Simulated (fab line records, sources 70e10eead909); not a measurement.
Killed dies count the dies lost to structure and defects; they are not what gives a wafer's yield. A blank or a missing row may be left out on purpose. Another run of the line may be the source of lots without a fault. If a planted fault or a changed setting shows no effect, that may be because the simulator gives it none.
Chamber matching + flow nandHarc + NHARC_A_BLC_DESCUM_15 on rieDiel-13 has 4 sister chambers
The step chemistry O2, time 3 s. 16 wafers are shown with their chamber, then 8 later ones without.

== WAFERS WITH THEIR CHAMBER ==
| wafer  | chamber | showerheadPlenumPTorr (Torr) | drypumpMotorCurrentA (A) | oesProductAu (a.u.) |
|--------|---------|------------------------------|--------------------------|---------------------|
| L869.2 | 0       | 2.01                         | 6.0                      | 0.986               |
| L869.3 | 2       | 2.02                         | 5.7                      | 0.979               |
| L869.4 | 1       | 1.99                         | 5.6                      | 1.027               |
| L872.3 | 2       | 2.02                         | 5.6                      | 0.995               |
| L872.5 | 0       | 2.01                         | 6.1                      | 0.977               |
| L872.6 | 1       | 1.99                         | 5.7                      | 1.020               |
| L874.1 | 3       | 2.04                         | 6.4                      | 1.012               |
| L874.2 | 0       | 2.00                         | 6.1                      | 0.994               |
| L874.6 | 3       | 2.04                         | 6.4                      | 1.012               |
| L876.3 | 1       | 1.99                         | 5.7                      | 1.011               |
| L876.4 | 0       | 2.00                         | 6.1                      | 0.983               |
| L876.6 | 1       | 1.99                         | 5.7                      | 1.011               |
| L885.2 | 0       | 2.00                         | 6.0                      | 0.992               |
| L885.3 | 2       | 2.02                         | 5.6                      | 0.994               |
| L885.4 | 3       | 2.04                         | 6.4                      | 0.999               |
| L887.1 | 0       | 2.00                         | 6.0                      | 1.007               |

SIGNATURES (means of the wafers above)
| reading               | chamber 0 | chamber 1 | chamber 2 | chamber 3 | scatter within a chamber |
|-----------------------|-----------|-----------|-----------|-----------|--------------------------|
| showerheadPlenumPTorr | 2.0033    | 1.9900    | 2.0200    | 2.0400    | 0.00333                  |
| drypumpMotorCurrentA  | 6.050     | 5.675     | 5.633     | 6.400     | 0.0493                   |
| oesProductAu          | 0.98983   | 1.01725   | 0.98933   | 1.00767   | 0.00911                  |
Rule: a wafer's distance from a chamber is the root of the sum, over the readings, of the square of ((its reading less the chamber's mean) divided by the reading's scatter). The wafer belongs to the nearest chamber; if the next one is less than 2 further off, it can't be placed. The scatter: the root of (the sum of the squares of (reading less its chamber's mean) over the shown wafers, divided by (wafers less chambers)).

== WAFERS WITH NO CHAMBER GIVEN ==
| wafer  | showerheadPlenumPTorr (Torr) | drypumpMotorCurrentA (A) | oesProductAu (a.u.) |
|--------|------------------------------|--------------------------|---------------------|
| L887.5 | 2.02                         | 5.6                      | 0.991               |
| L887.6 | 2.04                         | 6.3                      | 1.001               |
| L889.2 | 2.00                         | 6.1                      | 0.994               |
| L889.3 | 1.99                         | 5.6                      | 1.021               |
| L889.6 | 2.02                         | 5.6                      | 0.973               |
| L891.2 | 2.00                         | 6.0                      | 1.007               |
| L891.3 | 2.03                         | 6.4                      | 1.000               |
| L891.5 | 1.99                         | 5.6                      | 1.005               |

== WHICH CHAMBER EACH ONE RAN IN ==
| wafer  | from the rows above | in truth |
|--------|---------------------|----------|
| L887.5 | 2                   | 2        |
| L887.6 | 3                   | 3        |
| L889.2 | 0                   | 0        |
| L889.3 | 1                   | 1        |
| L889.6 | 2                   | 2        |
| L891.2 | 0                   | 0        |
| L891.3 | 3                   | 3        |
| L891.5 | 1                   | 1        |
Correct placement for 8 of the 8. Left unplaced by these rows: 0. Wrongly placed: 0.
